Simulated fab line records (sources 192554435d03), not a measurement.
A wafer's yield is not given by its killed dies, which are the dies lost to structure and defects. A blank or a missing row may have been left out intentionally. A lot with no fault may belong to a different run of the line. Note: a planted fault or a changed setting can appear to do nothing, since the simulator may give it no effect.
fab line records	flow n5Finfet
record: lots: 12	wafers: 31	lastDay: 16
route steps=1938 shown BEOL_M7@1326 BEOL_M8@1336 PASSIVATION@1936
lots that met no fault: from a run of the same line without faults
startH: start of the lot's first displayed wafer, in hours after the record's first day	waitH: hours from the lot's prior step to this one	" repeats the value in the row above	L1.1+2: a row that stands for several wafers	- no value, or no start given	* or withheld: withheld	< > ~ a bound
route shown NAME@n: NAME is a module with steps in the file, n the number in the route of the first one	usual: the fault-free wafers' mean and standard deviation	same: alike in all rows	chamber/n: place in a boat	sites: readings site by site	_std_site: their standard deviation	_edge_site: the outer-site mean with the inner-site mean subtracted	radiusMm: how far each site lies from the wafer's centre	mask NAME#n: copy n	behind: tool/chamber where the wafer was last shaped	hold: what put the lot on hold/how long, in hours/how the hold closed	device: the transistor (n, p or np) that didn't switch	end of line: the tests these same wafers got at the end of their route	a step given without rows: its recipe and nothing more	killed: dies lost to structure and defects at the first sort, not the wafer's yield	map: dies across one wafer; x = killed, . = not, _ = none there
set.NAME: the run value of the setting; set.NAME@STEP: its run value at that earlier step	model.NAME: the simulator's own value behind a step, which no gauge read
steps of the route over a sample of lots; a table a step, a row a wafer
services: when a tool's chamber went out of use (startH, in hours from the record's first day, below 0 if earlier), for how many hours, and the reason
== steps ==
step: N5_BEOL_M7_CMP_52
recipe: stopOn: SiCOH_lowk	tOverpolishS: 6.9	downForcePsi: 1	platenRpm: 50	clearingPlatenDownForcePsi: 1.5	clearingPlatenRpm: 50	postCmpClean: cuAlkaline	targetThkNm: 80	clearingPlatenPadVelocityMS: 0.99484	padVelocityMS: 0.99484
usual: barrierFieldEndpointS: 29.1/0.98	motorCurrentA: 6.4/0.5	overpolishRunS: 6.901/0.0096	slurryFlowMlMin: 150.1/0.44	timeToEndpointS: 61/4.2
lot.wafer	tool	chamber	startH	waitH	barrierFieldEndpointS	motorCurrentA	overpolishRunS	slurryFlowMlMin	timeToEndpointS
L531.2	cmp-03	3	198.39	0.3	29.8	6.8	6.894	150.5	70
L531.6	"	0	"	"	28.5	5.8	6.890	150.4	58
L532.4	cmp-02	1	200.98	0.1	30.4	6.1	6.897	149.5	64
L532.2	"	3	"	"	29.3	5.7	6.905	150.3	56
L533.2	cmp-02	2	208.85	0.4	27.9	6.8	6.897	150.4	57
L533.3	"	3	"	"	28.5	5.5	6.901	149.8	61
L538.3	cmp-03	0	247.02	0.2	28.2	5.7	6.904	148.8	57
L538.1	"	2	"	"	28.9	6.7	6.892	150.4	55
L541.1	cmp-04	0	258.04	0.3	27.1	6.0	6.908	150.6	57
L541.2	"	1	"	"	28.9	6.7	6.903	150.4	65
L541.6	"	3	"	"	28.1	6.4	6.898	150.0	60
L542.1	cmp-04	3	274.95	0.3	28.2	5.7	6.891	149.4	61
L542.5	"	2	"	"	28.9	5.5	6.896	149.5	64
L543.3	cmp-03	2	276.25	0.2	28.6	6.7	6.884	150.1	57
L543.2	"	3	"	"	29.7	6.6	6.915	149.5	66
L543.1	"	0	"	"	27.7	5.8	6.893	150.2	57
L546.2	cmp-04	3	288.87	0.4	29.1	6.1	6.904	150.7	61
L546.4	"	0	"	"	29.4	6.2	6.903	149.8	56
L546.6	"	3	"	"	29.3	6.0	6.886	150.6	58
L547.1	cmp-03	3	296.24	0.3	29.4	7.1	6.903	150.3	64
L547.2	"	0	"	"	28.2	6.2	6.912	150.5	57
L547.6	"	0	"	"	28.0	6.1	6.914	149.2	55
L548.2	cmp-04	3	298.65	0.2	28.9	6.0	6.906	150.9	58
L548.1	"	1	"	"	29.3	6.7	6.910	150.8	62
L548.3	"	2	"	"	30.0	5.6	6.898	150.4	66
L550.2	cmp-04	3	321.30	0.2	30.6	6.4	6.916	150.2	66
L550.3	"	1	"	"	31.0	6.3	6.901	150.6	69
L550.5	"	3	"	"	30.3	6.3	6.902	149.3	64
L551.3	cmp-04	1	321.87	0.2	30.7	6.6	6.913	150.2	66
L551.1	"	2	"	"	29.8	5.4	6.903	150.2	68
L551.6	"	3	"	"	30.2	6.1	6.900	149.4	61
step: N5_BEOL_M7_THK_MEAS_53
recipe: thkMeasGauge: xrf	reads: Cu_of_BEOL_M7_ECD_50
usual: M7_THK: 80/3.1
lot.wafer	tool	chamber	startH	waitH	M7_THK[nm]
L531.2	filmMetro-01	-	198.57	-	80
L531.6	"	-	"	"	75
L532.2	filmMetro-02	-	201.28	-	77
L532.4	"	-	"	"	80
L533.2	filmMetro-02	-	209.14	-	80
L533.3	"	-	"	"	82
L538.1	filmMetro-01	-	247.28	-	76
L538.3	"	-	"	"	81
L541.1	filmMetro-02	-	258.30	-	80
L541.2	"	-	"	"	77
L541.6	"	-	"	"	74
L542.1	filmMetro-02	-	275.17	-	76
L542.5	"	-	"	"	83
L543.1	filmMetro-01	-	276.55	-	82
L543.2	"	-	"	"	79
L543.3	"	-	"	"	80
L546.2	filmMetro-02	-	289.16	-	81
L546.4	"	-	"	"	83
L546.6	"	-	"	"	80
L547.1	filmMetro-02	-	296.53	-	84
L547.2	"	-	"	"	78
L547.6	"	-	"	"	81
L548.1	filmMetro-01	-	298.95	-	81
L548.2	"	-	"	"	77
L548.3	"	-	"	"	80
L550.2	filmMetro-01	-	321.55	-	74
L550.3	"	-	"	"	87
L550.5	"	-	"	"	81
L551.1	filmMetro-01	-	322.10	-	81
L551.3	"	-	"	"	81
L551.6	"	-	"	"	81
step: N5_BEOL_M8_HM_DEP_02
recipe: material: TiN	targetThkA: 200	tempC: 25	chamberPressurePa: 0.49996
usual: chamberPressurePa: 0.4999/0.0011	throttleValvePct: 29.8/0.75
lot.wafer	tool	chamber	startH	waitH	chamberPressurePa	throttleValvePct
L531.2	pvdSputter-02	-	200.95	1.5	0.4988	29.8
L531.6	"	-	"	"	0.4986	28.6
L532.2	pvdSputter-03	-	203.84	1.7	0.4962	31.0
L532.4	"	-	"	"	0.4985	29.0
L533.2	pvdSputter-02	-	211.27	0.8	0.4994	30.9
L533.3	"	-	"	"	0.5011	28.6
L538.1	pvdSputter-01	-	249.30	1.2	0.4982	30.2
L538.3	"	-	"	"	0.4994	29.1
L541.1	pvdSputter-01	-	259.98	0.3	0.4984	30.3
L541.2	"	-	"	"	0.5004	29.5
L541.6	"	-	"	"	0.4988	29.0
L542.1	pvdSputter-02	-	276.42	0.3	0.4983	29.8
L542.5	"	-	"	"	0.4998	28.4
L543.1	pvdSputter-01	-	279.57	2.2	0.5001	29.1
L543.2	"	-	"	"	0.4999	30.1
L543.3	"	-	"	"	0.5009	29.4
L546.2	pvdSputter-01	-	290.50	0.5	0.5026	30.3
L546.4	"	-	"	"	0.4983	30.0
L546.6	"	-	"	"	0.4996	29.5
L547.1	pvdSputter-02	-	298.00	0.6	0.4992	29.8
L547.2	"	-	"	"	0.4991	30.7
L547.6	"	-	"	"	0.5010	29.7
L548.1	pvdSputter-02	-	300.84	1.1	0.4999	29.4
L548.2	"	-	"	"	0.5010	30.9
L548.3	"	-	"	"	0.5009	28.5
L550.2	pvdSputter-01	-	322.56	0.1	0.4993	29.2
L550.3	"	-	"	"	0.4991	30.1
L550.5	"	-	"	"	0.5004	30.2
L551.1	pvdSputter-03	-	324.13	0.9	0.5000	29.1
L551.3	"	-	"	"	0.5012	29.7
L551.6	"	-	"	"	0.5011	29.0
step: N5_BEOL_M8_EXPOSE_08
recipe: maskId: M8	na: 1.35	sourceShape: dipole	sigmaInner: 0.817	sigmaOuter: 0.97	polarization: te	doseMj: 68.25
usual: exposureDoseMJCm2: 68.20/0.07
lot.wafer	tool	chamber	startH	waitH	mask	exposureDoseMJCm2
L531.2	arfiScanner-03	0	201.33	-	M8#0	68.21
L531.6	"	0	"	"	M8#0	68.31
L532.2	arfiScanner-02	0	204.21	-	M8#0	68.19
L532.4	"	0	"	"	M8#0	68.11
L533.2	arfiScanner-02	0	211.64	-	M8#0	68.24
L533.3	"	0	"	"	M8#0	68.21
L538.1	arfiScanner-03	0	249.67	-	M8#0	68.24
L538.3	"	0	"	"	M8#0	68.23
L541.1	arfiScanner-01	0	260.22	-	M8#0	68.22
L541.2	"	0	"	"	M8#0	68.28
L541.6	"	0	"	"	M8#0	68.21
L542.1	arfiScanner-03	0	276.79	-	M8#0	68.11
L542.5	"	0	"	"	M8#0	68.16
L543.1	arfiScanner-03	0	279.82	-	M8#0	68.19
L543.2	"	0	"	"	M8#0	68.22
L543.3	"	0	"	"	M8#0	68.26
L546.2	arfiScanner-03	0	290.75	-	M8#0	66.64
L546.4	"	0	"	"	M8#0	66.61
L546.6	"	0	"	"	M8#0	66.58
L547.1	arfiScanner-01	0	298.37	-	M8#0	68.13
L547.2	"	0	"	"	M8#0	68.13
L547.6	"	0	"	"	M8#0	68.10
L548.1	arfiScanner-03	0	301.21	-	M8#0	66.93
L548.2	"	0	"	"	M8#0	66.75
L548.3	"	0	"	"	M8#0	66.90
L550.2	arfiScanner-01	0	322.93	-	M8#0	68.25
L550.3	"	0	"	"	M8#0	68.20
L550.5	"	0	"	"	M8#0	68.26
L551.1	arfiScanner-01	0	324.52	-	M8#0	68.23
L551.3	"	0	"	"	M8#0	68.19
L551.6	"	0	"	"	M8#0	68.24
step: N5_PASSIVATION_PROBE_49
usual: defectLimitedYield: 91.8/1.5	killed_at_M0_to_M3: 33/11	killed_at_M4_up: 13/5	killedAtContacts: 11/5.6	killedAtFrontEnd: 36/12	killedAtOther: 3.4/2.5	killedDies: 97/18	killedOpen: 64/13	killedShort: 31/6.9	sort_bin_4_leakage: 0.01/0.048	sort_bin_5_function: 4.8/1	sort_bin_6_memory: 3.1/0.64	sort_bin_8_speed: 0.00/0.014	sortNPass: 1083/18	sortYieldPct: 91.8/1.5
same: grossDies: 1180	killedAtBackSide: 0
lot.wafer	tool	chamber	startH	waitH	defectLimitedYield[%]	killed_at_M0_to_M3	killed_at_M4_up	killedAtContacts	killedAtFrontEnd	killedAtOther	killedDies	killedOpen	killedShort	sort_bin_4_leakage[%]	sort_bin_5_function[%]	sort_bin_6_memory[%]	sort_bin_8_speed[%]	sortNPass	sortYieldPct[%]
L547.1	prober-02	-	370.08	0.0	90.5	39	12	14	41	6	112	77	30	0	5.9	3.1	0	1068	90.5
L547.2	prober-02	-	370.13	0.1	91.3	44	15	19	22	3	103	66	34	0	4.8	3.4	0	1077	91.3
L547.6	prober-02	-	370.33	0.3	92.0	47	10	8	26	3	94	68	25	0	5.2	2.4	0	1086	92.0
killed by level:class
L547.1 BEOL_M0_SAQP:geometricParticle:open=12 BEOL_M2:geometricParticle:open=12 MOL_CONTACT_COAG:geometricParticle:open=11 FIN_SAQP:geometricParticle:open=10 STI_FIN_REVEAL:geometricParticle:open=5 STARTING-WAFER:geometricParticle:short=5 BEOL_M0_SAQP:geometricParticle:short=5 BEOL_M1:geometricParticle:open=5
L547.2 MOL_CONTACT_COAG:geometricParticle:open=14 BEOL_M0_SAQP:geometricParticle:open=14 BEOL_M0_SAQP:geometricParticle:short=10 BEOL_M1:geometricParticle:open=8 BEOL_M2:geometricParticle:open=6 STI_FIN_REVEAL:geometricParticle:open=5 MOL_CONTACT_COAG:geometricParticle:short=5 STI_FIN_REVEAL:geometricParticle:short=4
L547.6 BEOL_M0_SAQP:geometricParticle:short=13 BEOL_M1:geometricParticle:open=10 BEOL_M2:geometricParticle:open=10 MOL_CONTACT_COAG:geometricParticle:open=8 STI_FIN_REVEAL:geometricParticle:open=7 BEOL_M0_SAQP:geometricParticle:open=5 BEOL_M3:geometricParticle:open=5 STARTING-WAFER:geometricParticle:open=5
== services ==
tool	chamber	startH	hours	kind
arfiScanner-03	-	176.06	1.3	pm
cmp-04	-	184.10	1.0	repair
arfiScanner-01	-	184.89	1.0	pm
cmp-04	-	190.04	7.5	pm
cmp-04	-	199.68	1.3	repair
cmp-02	-	202.83	2.3	repair
arfiScanner-02	-	214.37	0.8	pm
cmp-04	-	217.46	3.4	pm
arfiScanner-03	-	227.60	1.0	pm
cmp-04	-	229.89	4.0	pm
cmp-02	-	239.17	1.1	repair
arfiScanner-02	-	248.51	1.0	pm
pvdSputter-01	-	252.79	1.5	repair
cmp-02	-	261.89	2.7	repair
arfiScanner-03	-	268.88	4.9	pm
arfiScanner-01	-	276.38	0.8	pm
arfiScanner-01	-	278.66	1.3	pm
cmp-02	-	279.84	2.0	repair
arfiScanner-02	-	284.55	1.3	pm
cmp-03	-	286.72	6.2	pm
arfiScanner-03	-	289.29	1.3	repair
arfiScanner-03	-	301.56	1.3	pm
arfiScanner-01	-	310.11	1.0	repair
cmp-04	-	317.77	1.3	repair
== key ==
firstSign: step: N5_BEOL_M8_EXPOSE_08	reading: exposureDoseMJCm2	direction: down	sigmas: 21	usual: 68.20	struck: 66.73
effect none on later readings
metAt N5_BEOL_M8_EXPOSE_08
struckLots L546,L548
loopTrim: step: N5_BEOL_M8_EXPOSE_08	setting: dose	lots: L548
notActingAt N5_BEOL_M7_CMP_52,N5_BEOL_M7_THK_MEAS_53,N5_BEOL_M8_HM_DEP_02
onsetBetween 279.82 290.75
fault: kind: processParameterDrift	tool: arfiScanner-03	chamber: -	onsetH: 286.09	steps: N5_BEOL_M8_EXPOSE_08	channel: doseMj	offset: -1.6658	shape: step	actsIn: theseRecipesOnly	stated: 68.25
loopTrim: a control loop set the setting to another value than it would have without faults
